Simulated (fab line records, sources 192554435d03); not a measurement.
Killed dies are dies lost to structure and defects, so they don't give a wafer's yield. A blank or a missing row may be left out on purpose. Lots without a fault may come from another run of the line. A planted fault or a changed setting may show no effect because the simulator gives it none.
fab line records | flow n5_finfet
record lots=5 wafers=15 last_day=17
route steps=1938 shown BEOL_M3@969 PASSIVATION@1936
lots that met no fault: from a run of the same line without faults
start_h: hours from the record's first day to the start of the lot's first wafer shown | wait_h: hours since the lot's step before | " the same as in the row above | L1.1+2: a row that stands for several wafers | - no value, or no start given | * or withheld: withheld | < > ~ a bound
route shown NAME@n: a module of which the file shows steps, and the number in the route of the first | usual: mean/standard deviation of fault-free wafers | same: alike in all rows | chamber/n: place in a boat | sites: the reading at each site | _std_site: their standard deviation | _edge_site: outer sites' mean less inner sites' | radius_mm: how far each site lies from the wafer's centre | mask NAME#n: copy n | behind: the tool/chamber that last shaped the wafer | hold: why the lot was held/for how many hours/how that ended | device: the transistor (n, p or np) that didn't switch | end of line: the same wafers' tests at the end of the route | a step without rows: its recipe alone | killed: dies lost to structure and defects at the first sort, not the wafer's yield | map: a wafer's dies, x killed, . not, _ none there
set.NAME: the setting as run; set.NAME@STEP: as run at that earlier step | model.NAME: the simulator's own value behind a step, which no gauge read
lots at some steps of the route; a table a step, a row a wafer
services: from which hour (start_h, from the record's first day; less than 0 if before it) a tool's chamber was out of use, for how many hours, and why
## steps
# step N5_BEOL_M3_DESCUM_33
# recipe chemistry=O2 time_s=7 source_power_w=50 bias_power_w=20 pressure_mtorr=20 rf_frequency_hz=2.712e+07 temp_c=40 resist=CAR-EUV o2_flow_sccm=225
# step N5_BEOL_M3_ETCH_77
# recipe chemistry=N2/H2 target=underlayer target_depth_a=65 mask_material=CAR-EUV time_s=5.2 ion_energy_ev=200 pressure_mtorr=30 source_w=840 bias_w=150 n2_flow_sccm=200 h2_flow_sccm=200 ends=cleared
# step N5_BEOL_M3_ETCH_69
# recipe chemistry=CF4 target=SiARC target_depth_a=156 mask_material=CAR-EUV time_s=26 ion_energy_ev=80 pressure_mtorr=40 source_w=545 bias_w=36 Ar_flow_sccm=100 cf4_flow_sccm=100 ends=cleared
# step N5_BEOL_M3_ALD_98
# recipe material=SiO2 target_thk_a=25 temp_c=100 ald_precursor_family=BDEAS ald_co_reactant=O2-plasma pulse_time_s=1 co_reactant_pulse_time_s=1 purge_time_s=2 co_reactant_purge_time_s=2 ald_cycles=17 pressure_torr=2
# step N5_BEOL_M3_ETCHBACK_99
# recipe chemistry=CHF3 target=SiO2 target_depth_a=50 time_s=10.4 source_w=215 bias_w=47 Ar_flow_sccm=200 CHF3_flow_sccm=12 ion_energy_ev=100 pressure_mtorr=30
# step N5_BEOL_M3_ETCH_70
# recipe chemistry=N2/H2 target=SOC target_depth_a=800 overetch_a=160 mask_material=SiARC temp_c=40 time_s=120 ion_energy_ev=200 pressure_mtorr=30 source_w=840 bias_w=150 n2_flow_sccm=200 h2_flow_sccm=200
# step N5_BEOL_M3_STRIP_71
# recipe chemistry=N2/H2 temp_c=40 n2_flow_sccm=200 h2_flow_sccm=200 rf_frequency_hz=6e+07
# step N5_BEOL_M3_STRIP_78
# recipe chemistry=N2/H2 temp_c=40 n2_flow_sccm=200 h2_flow_sccm=200 rf_frequency_hz=6e+07
# step N5_BEOL_M3_VIA_ETCH_34
# recipe chemistry=C4F6/O2 target_depth_a=694 mask_material=SOC pressure_mtorr=15 ion_energy_ev=250 taper_deg=4 time_s=65.9 source_w=350 bias_w=170 Ar_flow_sccm=300 C4F6_flow_sccm=10 O2_flow_sccm=10
# step N5_BEOL_M3_STRIP_83
# recipe chemistry=C4F6/O2 resist=SiARC rf_frequency_hz=6e+07
# step N5_BEOL_M3_STRIP_36
# recipe chemistry=N2/H2 power_w=450 temp_c=40 pressure_mtorr=20 rf_frequency_hz=6e+07 overash_fraction=0.3 bias_power_w=7 h2_frac=0.5 n2_flow_sccm=200 h2_flow_sccm=200
# usual drypump_motor_current_A=5.90/0.27 oes_product_au=0.78/0.081 rf_vpp_V=59.2/1.4 showerhead_plenum_p_Torr=2.55/0.076 throttle_valve_pct=23.50/0.27
# columns lot.wafer tool chamber start_h wait_h drypump_motor_current_A oes_product_au rf_hours_counter_h rf_vpp_V showerhead_plenum_p_Torr throttle_valve_pct
L518.2 rie_diel-02 0 181.76 0.0 5.52 0.93 18 59.7 2.48 23.48
L518.3 " 3 " " 6.14 0.94 10 59.3 2.51 23.77
L518.6 " 3 " " 6.15 0.93 - 60.6 2.51 23.77
L521.3 rie_diel-02 2 197.63 0.0 5.97 0.73 172 60.2 2.53 23.44
L521.4 " 3 " " 6.16 0.91 16 57.9 2.51 23.79
L521.5 " 0 " " 5.48 0.91 - 61.3 2.47 23.53
L524.2 rie_diel-02 2 210.31 0.0 5.96 0.73 177 62.0 2.53 23.43
L524.4 " 1 " " 5.97 0.81 73 59.9 2.67 23.16
L524.5 " 1 " " 5.99 0.82 - 60.6 2.67 23.17
L535.1 rie_diel-06 0 281.35 0.0 5.79 0.68 203 60.9 2.66 23.93
L535.2 " 3 " " 5.77 0.69 244 59.4 2.50 23.83
L535.4 " 2 " " 6.04 0.68 227 60.4 2.47 23.12
L536.3 rie_diel-02 3 284.42 0.0 6.15 0.85 42 59.5 2.50 23.81
L536.4 " 2 " " 5.94 0.70 200 60.1 2.52 23.48
L536.5 " 2 " " 5.98 0.71 - 58.8 2.52 23.45
# step N5_BEOL_M3_TRENCH_ETCH_37
# recipe chemistry=C4F6/O2 target_depth_a=555.55 target=SiOC time_s=29.2 ion_energy_ev=250 pressure_mtorr=30 source_w=355 bias_w=185 Ar_flow_sccm=300 C4F6_flow_sccm=10 O2_flow_sccm=10
# step N5_BEOL_M3_ETCH_41
# recipe chemistry=CH3F/O2 target=SiCN target_depth_a=299 taper_deg=2 time_s=52.5 ion_energy_ev=120 mask_material=TiN pressure_mtorr=30 source_w=395 bias_w=75 Ar_flow_sccm=150 CH3F_flow_sccm=30 O2_flow_sccm=20
# step N5_BEOL_M3_STRIP_97
# recipe chemistry=N2/H2 time_s=10 power_w=450 temp_c=40 pressure_mtorr=20 rf_frequency_hz=6e+07 bias_power_w=7 n2_flow_sccm=200 h2_flow_sccm=200
# step N5_BEOL_M3_HM_STRIP_39
# recipe chemistry=peroxide_tin_strip material=TiN target_depth_a=250 temp_c=50 time_s=158
# step N5_BEOL_M3_SRD_40
# recipe time_s=30 temp_c=23 rinse_liquid=diw dry=ipa_marangoni
# step N5_BEOL_M3_PRECLEAN_42
# recipe chemistry=residue_remover time_s=60 temp_c=40
# step N5_BEOL_M3_SRD_43
# recipe time_s=30 temp_c=23 rinse_liquid=diw dry=ipa_marangoni
# step N5_BEOL_M3_DEGAS_44
# recipe ambient=vacuum temp_c=250 time_s=60
# step N5_BEOL_M3_PRE_CLEAN_45
# recipe gas=H2/He time_s=30 temp_c=250
# step N5_BEOL_M3_ALD_84
# recipe material=TaN target_thk_a=* temp_c=275 ald_precursor_family=PDMAT ald_co_reactant=NH3 pressure_torr=3 carrier_flow_sccm=1500 pulse_time_s=2 purge_time_s=3 co_reactant_purge_time_s=2 co_reactant_pulse_time_s=3 ald_cycles=30 precursor_vessel_temp_c=75 precursor_vessel_pressure_torr=26.25 precursor_vessel_carrier_sccm=1000
# step N5_BEOL_M3_SURFACE_TREAT_85
# recipe gas=Ar time_s=* ion_energy_ev=* ion_current_ma_cm2=0.5 pressure_mtorr=* ar_flow_sccm=30
# step N5_BEOL_M3_CVD_47
# recipe material=Co target_thk_a=30 temp_c=withheld precursor=CCTBA/H2 pressure_torr=30 time_s=223.8
# step N5_BEOL_M3_SPUTTER_48
# recipe material=Cu target_thk_a=45 temp_c=-20 chamber_pressure_pa=0.07 power_w=withheld time_s=8.29
# step N5_BEOL_M3_ANNEAL_49
# recipe temp_c=400 time_s=240 ambient=vacuum
# step N5_BEOL_M3_SPUTTER_79
# recipe material=Cu target_thk_a=45 temp_c=-20 chamber_pressure_pa=0.07 power_w=withheld time_s=8.29
# step N5_BEOL_M3_ANNEAL_80
# recipe temp_c=400 time_s=240 ambient=vacuum
# step N5_BEOL_M3_SPUTTER_81
# recipe material=Cu target_thk_a=45 temp_c=-20 chamber_pressure_pa=0.07 power_w=withheld time_s=8.29
# step N5_BEOL_M3_ANNEAL_82
# recipe temp_c=400 time_s=240 ambient=vacuum
# step N5_BEOL_M3_SPUTTER_86
# recipe material=Cu target_thk_a=45 temp_c=-20 chamber_pressure_pa=0.07 power_w=withheld time_s=8.29
# step N5_BEOL_M3_ANNEAL_87
# recipe temp_c=400 time_s=240 ambient=vacuum
# step N5_BEOL_M3_SPUTTER_88
# recipe material=Cu target_thk_a=45 temp_c=-20 chamber_pressure_pa=0.07 power_w=withheld time_s=8.29
# step N5_BEOL_M3_ANNEAL_89
# recipe temp_c=400 time_s=240 ambient=vacuum
# step N5_BEOL_M3_SPUTTER_90
# recipe material=Cu target_thk_a=45 temp_c=-20 chamber_pressure_pa=0.07 power_w=withheld time_s=8.29
# step N5_BEOL_M3_ANNEAL_91
# recipe temp_c=400 time_s=240 ambient=vacuum
# step N5_BEOL_M3_SPUTTER_92
# recipe material=Cu target_thk_a=45 temp_c=-20 chamber_pressure_pa=0.07 power_w=withheld time_s=8.29
# step N5_BEOL_M3_ANNEAL_93
# recipe temp_c=400 time_s=240 ambient=vacuum
# step N5_BEOL_M3_SPUTTER_94
# recipe material=Cu target_thk_a=45 temp_c=-20 chamber_pressure_pa=0.07 power_w=withheld time_s=8.29
# step N5_PASSIVATION_PROBE_49
# usual defect_limited_yield=91.1/1.5 killed_at_M0_to_M3=35/11 killed_at_M4_up=13/5.7 killed_at_contacts=12/5.7 killed_at_front_end=40/11 killed_at_other=4/4.4 killed_dies=105/18 killed_open=68/14 killed_short=34/7.4 sort_bin_4_leakage=0.00/0.011 sort_bin_5_function=5.2/1 sort_bin_6_memory=3.3/0.67 sort_bin_8_speed=0.04/0.29 sort_n_pass=1074/18 sort_yield_pct=91.0/1.5
# same gross_dies=1180 killed_at_back_side=0
# columns lot.wafer tool chamber start_h wait_h defect_limited_yield[%] killed_at_M0_to_M3 killed_at_M4_up killed_at_contacts killed_at_front_end killed_at_other killed_dies killed_open killed_short sort_bin_4_leakage[%] sort_bin_5_function[%] sort_bin_6_memory[%] sort_bin_8_speed[%] sort_n_pass sort_yield_pct[%]
L518.2 prober-02 - 296.10 0.1 80.5 139 21 8 60 2 230 83 43 0 11.9 6.0 0 950 80.5
L518.3 prober-02 - 296.15 0.1 81.6 144 16 3 45 9 217 74 35 0 12.7 4.1 0 963 81.6
L518.6 prober-02 - 296.30 0.3 79.9 161 12 11 52 1 237 79 49 0 11.9 6.3 0 943 79.9
L521.3 prober-02 - 312.76 0.1 82.0 67 14 18 33 80 212 62 26 0 14.0 2.8 0 968 82.0
L521.4 prober-02 - 312.81 0.2 82.7 151 9 18 26 0 204 59 33 0 11.4 3.6 0.08 976 82.7
L521.5 prober-02 - 312.86 0.2 77.5 136 12 19 37 61 265 69 38 0 16.9 4.1 0 915 77.5
L524.2 prober-02 - 332.80 0.1 88.9 70 12 5 40 4 131 44 22 0 6.7 2.7 0 1049 88.9
L524.4 prober-02 - 332.90 0.2 83.0 126 12 16 40 7 201 52 39 0 11.2 3.4 0 979 83.0
L524.5 prober-02 - 332.95 0.2 84.8 124 10 8 31 6 179 46 21 0 10.8 2.5 0 1001 84.8
L535.1 prober-01 - 401.50 0.0 92.3 21 10 14 42 4 91 60 29 0 3.4 4.0 0 1089 92.3
L535.2 prober-01 - 401.55 0.1 92.9 39 12 7 22 4 84 52 30 0 4.3 2.5 0 1096 92.9
L535.4 prober-01 - 401.65 0.2 93.2 36 16 7 20 1 80 46 32 0 3.7 2.8 0 1100 93.2
L536.3 prober-02 - 405.46 0.1 91.7 33 8 18 35 4 98 59 30 0.08 4.7 2.9 0 1081 91.6
L536.4 prober-02 - 405.51 0.2 92.5 24 19 8 33 4 88 65 23 0 4.3 3.1 0 1092 92.5
L536.5 prober-02 - 405.56 0.2 93.4 23 7 9 31 8 78 49 23 0 3.6 2.3 0 1102 93.4
# killed by level:class
L518.2 BEOL_M3:unspecified=104 STI_FIN_REVEAL:geometric_particle:open=17 FIN_SAQP:geometric_particle:short=14 BEOL_M0_SAQP:geometric_particle:open=11 BEOL_M3:geometric_particle:open=10 FIN_SAQP:geometric_particle:open=8 BEOL_M0_SAQP:geometric_particle:short=7 GATE_CUT:geometric_particle:short=6
L518.3 BEOL_M3:unspecified=101 BEOL_M0_SAQP:geometric_particle:open=19 STI_FIN_REVEAL:geometric_particle:open=16 BEOL_M0_SAQP:geometric_particle:short=11 BEOL_M3:geometric_particle:open=7 FIN_SAQP:geometric_particle:open=6 BEOL_M4:geometric_particle:open=6 MIM_TOP_ETCH:area_etch=6
L518.6 BEOL_M3:unspecified=108 BEOL_M0_SAQP:geometric_particle:open=19 STI_FIN_REVEAL:geometric_particle:open=12 GATE_CUT:geometric_particle:short=12 BEOL_M0_SAQP:geometric_particle:short=12 FIN_SAQP:geometric_particle:open=9 BEOL_M3:geometric_particle:open=9 MOL_CONTACT_COAG:geometric_particle:open=8
L521.3 PASSIVATION:area_etch=78 BEOL_M3:unspecified=45 MOL_CONTACT_COAG:geometric_particle:open=15 FIN_SAQP:geometric_particle:open=6 STI_FIN_REVEAL:geometric_particle:open=6 BEOL_M1:geometric_particle:open=6 BEOL_M2:geometric_particle:open=5 GATE_CUT:geometric_particle:short=4
L521.4 BEOL_M3:unspecified=110 MOL_CONTACT_COAG:geometric_particle:open=13 DUMMY_GATE:geometric_particle:open=8 BEOL_M1:geometric_particle:open=8 BEOL_M3:geometric_particle:open=7 BEOL_M1:geometric_particle:short=7 BEOL_M2:geometric_particle:open=6 MOL_CONTACT_COAG:geometric_particle:short=5
L521.5 BEOL_M3:unspecified=100 PASSIVATION:area_etch=56 MOL_CONTACT_COAG:geometric_particle:open=17 DUMMY_GATE:geometric_particle:open=9 FIN_SAQP:geometric_particle:short=8 BEOL_M0_SAQP:geometric_particle:open=8 BEOL_M1:geometric_particle:short=6 GATE_CUT:geometric_particle:short=5
L524.2 BEOL_M3:unspecified=51 HKMG_FIN:area_etch=11 FIN_SAQP:geometric_particle:open=8 BEOL_M2:geometric_particle:open=8 BEOL_M4:geometric_particle:open=7 STI_FIN_REVEAL:geometric_particle:open=4 ILD0:geometric_particle:short=4 GATE_CUT:geometric_particle:short=4
L524.4 BEOL_M3:unspecified=104 DUMMY_GATE:geometric_particle:open=10 MOL_CONTACT_COAG:geometric_particle:open=10 FIN_SAQP:geometric_particle:open=9 BEOL_M0_SAQP:geometric_particle:short=9 MOL_CONTACT_COAG:geometric_particle:short=6 BEOL_M0_SAQP:geometric_particle:open=6 BEOL_M4:geometric_particle:open=5
L524.5 BEOL_M3:unspecified=107 STI_FIN_REVEAL:geometric_particle:open=10 MOL_CONTACT_COAG:geometric_particle:open=7 FIN_SAQP:geometric_particle:open=6 BEOL_M0_SAQP:geometric_particle:open=6 BEOL_M0_SAQP:geometric_particle:short=4 MIM_TOP_ETCH:area_etch=4 FIN_SAQP:geometric_particle:short=3
L535.1 DUMMY_GATE:geometric_particle:open=11 MOL_CONTACT_COAG:geometric_particle:open=11 FIN_SAQP:geometric_particle:short=5 GATE_CUT:geometric_particle:short=5 STI_FIN_REVEAL:geometric_particle:open=4 DUMMY_GATE:geometric_particle:short=4 GATE_CUT:geometric_particle:open=4 BEOL_M0_SAQP:geometric_particle:open=4
L535.2 STI_FIN_REVEAL:geometric_particle:open=9 BEOL_M0_SAQP:geometric_particle:short=6 BEOL_M1:geometric_particle:open=6 BEOL_M2:geometric_particle:open=6 BEOL_M3:geometric_particle:open=6 MOL_CONTACT_COAG:geometric_particle:open=4 BEOL_M0:geometric_particle:short=4 BEOL_M0:geometric_particle:open=3
L535.4 BEOL_M2:geometric_particle:open=14 GATE_CUT:geometric_particle:short=6 MOL_CONTACT_COAG:geometric_particle:open=6 BEOL_M0:geometric_particle:short=6 BEOL_M4:geometric_particle:short=5 STI_FIN_REVEAL:geometric_particle:open=4 BEOL_M0_SAQP:geometric_particle:short=3 BEOL_M0_SAQP:geometric_particle:open=3
L536.3 BEOL_M3:geometric_particle:open=17 MOL_CONTACT_COAG:geometric_particle:open=15 FIN_CUT:area_etch=6 FIN_SAQP:geometric_particle:short=5 BEOL_M2:geometric_particle:open=5 STARTING-WAFER:geometric_particle:short=4 DUMMY_GATE:geometric_particle:open=3 MOL_CONTACT_COAG:geometric_particle:short=3
L536.4 MOL_CONTACT_COAG:geometric_particle:open=7 BEOL_M0:geometric_particle:open=7 STARTING-WAFER:geometric_particle:open=7 FIN_SAQP:geometric_particle:open=6 STI_FIN_REVEAL:geometric_particle:open=5 BEOL_M2:geometric_particle:open=5 FIN_SAQP:geometric_particle:short=4 DUMMY_GATE:geometric_particle:open=4
L536.5 BEOL_M3:geometric_particle:open=9 STI_FIN_REVEAL:geometric_particle:open=6 FIN_SAQP:geometric_particle:open=5 BEOL_M2:geometric_particle:open=5 MIM_TOP_ETCH:geometric_particle:short=5 HKMG_FIN:area_etch=5 MOL_CONTACT_COAG:geometric_particle:open=4 MOL_CONTACT_COAG:geometric_particle:short=4
# map L518.6 (x killed, . not)
_________________.......x....________________
______________............x....._____________
___________...............x......x.__________
__________x..............xx........._________
________............x........x..x.x..._______
_______x..x..x......x..........x.......______
______....x.......x.x.........x.x......x_____
_____.......x...........................x____
____...x.x....x.x....x........x...........___
___.............x.................x.x.....x__
___...xx...............................x..x__
__......................xx.........x.xx.x..._
__.........................................._
_.......x.....x.......x.......x......x.....x.
_.xx....................x..xx......x.......x.
_x........x.x..............x....xx...x.......
_....xx....x................x...x..x.........
_.........................x.x....x......x....
_.....x.x.......xx.........x..x...xxxx.x..x..
_......xx.....x........x...x....xxx.....x....
_xx....xx....x..........x.x.xxxxxxxxx.x.x....
__.....x..x................xxxxxxxxxxxxx...x_
__.........xx....x.........xxxxxxxxxxxxx...x_
___........................xxxxxxxxxxxxx...__
___......x.............x..xxxxxxxxxxxxx....__
____..........x...........x..xxxxxxxxxx...___
_____........x.........x...xx.xxxxxxxxxx.____
______.x..............x......xxxxxx.x.xx_____
_______......x...x.x...x.x...xxx...xxx.______
________......x.........x.....xxxx...._______
__________.............x........x..._________
___________...........xxx........x.__________
______________..x.....xx........_____________
_________________............________________
# map L521.5 (x killed, . not)
_________________.x.xx.......________________
______________...x.............x_____________
___________.x..x...x...............__________
__________.................x.x.x...._________
________....x...x..x..............x..._______
_______.x..............................______
______............x.................xx.x_____
_____x...x.......x..x...x.xx.....x.......____
____..................x...x.....x.......x.___
___x...xx..x.x.......x..xx......x..x..x....__
___.x...................................x..__
__....x........x...x..xx................x..._
__x.x...x....xxxx..x.xxxxx....x...x...x....._
_...x....x.xxxxxxx.xxxx.xx..x................
_......xxxxxxxxxxx..x.x....xx................
_.x.....xxxxxxxxx.x..x..x.x.x............x...
_.....x.xxxxxxxxxxxxxx..xx.........x..x......
_......xxxxxxxxxxxx...xx.........x..x..x.....
_.......xxxxxxxxxxxxxx....x...xx....x........
_x.....xxxxxxxxxxxxxx.........xx...........x.
_.......x.xxxxxxxx.x...........xx............
__x.......x.x...x......x.................x.._
__......x.xx..xxx........x.x.........x......_
___x................x.x.....xxx............__
___.xx.......x..xx.x..xxxx.....x.......x...__
____...x..........x....x.x....xx..........___
_____...x.............xx...x.......x....x____
______....x.x...........x.x........x...x_____
_______.....x........x..x....x.........______
________x.x.....x...xx............xx.._______
__________...........x........x....._________
___________........................__________
______________......x..........._____________
_________________x......x....________________
## services
# columns tool chamber start_h hours kind
rie_diel-02 3 229.20 1.3 repair
## key
first_sign step=N5_PASSIVATION_PROBE_49 reading=killed_at_M0_to_M3 direction=up sigmas=8.1 usual=35 struck=124
effect step=N5_PASSIVATION_PROBE_49 reading=defect_limited_yield direction=down sigmas=5.9 usual=91.1 struck=82.3
more_kills_born_at N5_BEOL_M3_STRIP_36@rie_diel-02=830
met_at N5_BEOL_M3_STRIP_36
struck_wafers L518.2,L518.3,L518.6,L521.3,L521.4,L521.5,L524.2,L524.4,L524.5
baseline_loss step=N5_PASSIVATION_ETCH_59 wafers=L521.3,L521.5
baseline_loss step=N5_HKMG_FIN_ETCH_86 wafers=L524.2
fault kind=chamber_particle_source tool=rie_diel-02 chamber=- onset_h=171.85 steps=N5_BEOL_M3_STRIP_36 rate_per_visit_cm2=0.54833 end_h=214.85
# baseline_loss: these wafers lose ten dies or more at that step, a loss of the line's own and not of a fault; the sort's usual values leave them out
